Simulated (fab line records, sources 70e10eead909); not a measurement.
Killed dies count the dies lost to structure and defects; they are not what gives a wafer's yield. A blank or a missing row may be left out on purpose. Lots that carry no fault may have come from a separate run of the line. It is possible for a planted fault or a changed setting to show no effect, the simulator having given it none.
Struck lot and sound lot, side by side    flow nand harc    15 out of 1302 route steps
Sound: these wafers, L913.2, L913.3, L913.5. Wafers L926.1, L926.2, L926.6 were the ones struck. The cause comes at the end.
Each step with rows lists, per side, the tool, then ch with its chambers, then its first start. Under that, the readings that differ: sound wafers    struck wafers    difference of the means    sigmas: that difference in standard deviations of wafers without a fault.
alike: a reading whose means differ by less than 2 such deviations, as well as words and numbers matching on both sides. not compared: withheld readings; readings where some wafer has no value; bounds like >300 that might hide an equal value; numbers whose values overlap and for which the record gives no deviation.
A row with sigmas, a row that says differs or no value, or rows on one side alone: a step with any of these is where the two part. When numbers do not overlap yet have no deviation, they are printed without sigmas and do not part them. Lack of a reading on every wafer of one side parts them only where that side has two or more wafers.

first, 4 steps without rows for these wafers: NHARC_A_BONDPAD_EBR_05; NHARC_A_BONDPAD_EXPOSE_06 (exposes mask A BPAD); NHARC_A_BONDPAD_PEB_07 (peb time 80 s); NHARC_A_BONDPAD_DEVELOP_08 (time 50 s).
NHARC_A_BONDPAD_CD_MEAS_09: the cd target is 500 nm.
  sound on cd sem-01 ch 0, day 24 02:12; struck on cd sem-03 ch 0, day 30 12:33
  alike: cd nm
NHARC_A_BONDPAD_OVL_MEAS_35:
  sound on overlay-01 at day 24 02:17; struck on overlay-01 at day 30 12:38
reading            sound  struck       difference  sigmas
overlay x nm (nm)  3 4 4  -13 -13 -13  -17         -3
  alike: overlay y nm
then, 1 step without rows for these wafers: NHARC_A_BONDPAD_HARDBAKE_10 (time 65 s).
NHARC_A_BONDPAD_DESCUM_11: chemistry O2, time 3 s.
  sound on rie diel-10 ch 0,3, day 24 02:25; struck on rie diel-11 ch 0,1,2, day 30 12:47
  alike: drypump motor current A, oes product au, rf vpp V, showerhead plenum p Torr, throttle valve pct
  not compared: rf hours counter h
NHARC_A_BONDPAD_ETCH_34: etches the open film in N2/H2, target depth 60 nm, overetch 18 nm, time 65.91 s.
  sound on rie diel-10 ch 1,3, day 24 02:29; struck on rie diel-11 ch 0,1, day 30 12:51
  alike: drypump motor current A, oes product au, rf vpp V, run length s, showerhead plenum p Torr, throttle valve pct
  not compared: rf hours counter h
NHARC_A_BONDPAD_ETCH_12: etches the open film in CHF3/O2, target depth 220 nm, time 110 s.
  sound: rie diel-10 ch 2,3; struck: rie diel-11 ch 0,2,3
  alike: drypump motor current A, oes product au, rf vpp V, run length s, showerhead plenum p Torr, throttle valve pct
  not compared: rf hours counter h
NHARC_A_BONDPAD_CD_MEAS_13:
  sound on cd sem-03 at day 24 02:43; struck on cd sem-03 at day 30 13:05
  alike: cd nm
NHARC_A_BONDPAD_STRIP_15: strips in O2.
  sound on rie diel-04 ch 1,2,3, day 24 02:49; struck on rie diel-10 ch 1,2, day 30 13:10
  alike: drypump motor current A, oes product au, rf vpp V, showerhead plenum p Torr, throttle valve pct
  not compared: rf hours counter h
NHARC_A_BONDPAD_ETCH_24: etches the open film in CF4/N2, target depth 30 nm, time 72.99 s.
  sound on rie diel-04 ch 0,1,2, day 24 02:57; struck on rie diel-10 ch 2,3, day 30 13:19
reading           sound           struck          difference  sigmas
run length s (s)  94.6 94.5 93.8  78.3 78.2 78.4  -16.0       -40
  alike: drypump motor current A, oes product au, rf vpp V, showerhead plenum p Torr, throttle valve pct
  not compared: rf hours counter h
then, 1 step without rows for these wafers: NHARC_A_BONDPAD_STRIP_16 (strips in post etch residue remover, time 600 s).
NHARC_END_SORT_01:
  the record has rows for the sound wafers here (prober-01 ch 0, day 25 08:55) and none for the struck ones

## WHERE THEY PART
At NHARC_A_BONDPAD_OVL_MEAS_35 first; at NHARC_END_SORT_01 last (within this record only).

WHY: what the simulator had put in
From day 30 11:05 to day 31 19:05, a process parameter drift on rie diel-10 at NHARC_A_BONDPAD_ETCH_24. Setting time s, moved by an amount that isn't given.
